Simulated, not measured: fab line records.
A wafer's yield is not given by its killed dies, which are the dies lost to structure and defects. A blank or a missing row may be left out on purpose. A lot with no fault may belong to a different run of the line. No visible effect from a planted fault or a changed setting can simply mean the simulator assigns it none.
Matching of chambers + flow nandHarc + 4 sister chambers for NHARC_A_CONTACT_DESCUM_13 on rieDiel-07
The step chemistry O2, time 3 s. 4 wafers are shown with their chamber, then 10 later ones without.

WAFERS WITH THEIR CHAMBER
| wafer  | chamber | drypumpMotorCurrentA (A) |
|--------|---------|--------------------------|
| L078.3 | 0       | 5.8                      |
| L079.6 | 2       | 5.7                      |
| L081.1 | 1       | 5.5                      |
| L081.4 | 3       | 5.4                      |

WAFERS MISSING THEIR CHAMBER
| wafer  | drypumpMotorCurrentA (A) |
|--------|--------------------------|
| L081.6 | 5.5                      |
| L080.2 | 5.4                      |
| L080.3 | 5.7                      |
| L080.6 | 5.5                      |
| L094.2 | 5.7                      |
| L094.3 | 5.6                      |
| L094.4 | 5.4                      |
| L095.1 | 5.7                      |
| L095.4 | 5.5                      |
| L095.6 | 5.5                      |

WHICH CHAMBER EACH ONE RAN IN
| wafer  | from the rows above     | in truth |
|--------|-------------------------|----------|
| L081.6 | 1                       | 1        |
| L080.2 | 3                       | 3        |
| L080.3 | 2                       | 2        |
| L080.6 | 1                       | 1        |
| L094.2 | 2                       | 2        |
| L094.3 | can't be placed: 1 or 2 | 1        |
| L094.4 | 3                       | 3        |
| L095.1 | 2                       | 2        |
| L095.4 | 1                       | 1        |
| L095.6 | 1                       | 1        |
Correct placement for 9 of the 10. Not placeable from these rows: 1 (in 1, the candidates include the true chamber). 0 placed wrongly.
How it was worked out, from the rows above alone: a wafer's distance from a chamber is the root of the sum, over the readings, of the square of ((its reading less the chamber's mean) divided by the reading's scatter). The wafer belongs to the nearest chamber; if the next one is less than 2 further off, it can't be placed. A chamber's mean is the mean of its shown wafers. The scatter: root of mean squared gap, hidden wafer to nearest shown wafer, with one shown wafer a chamber.
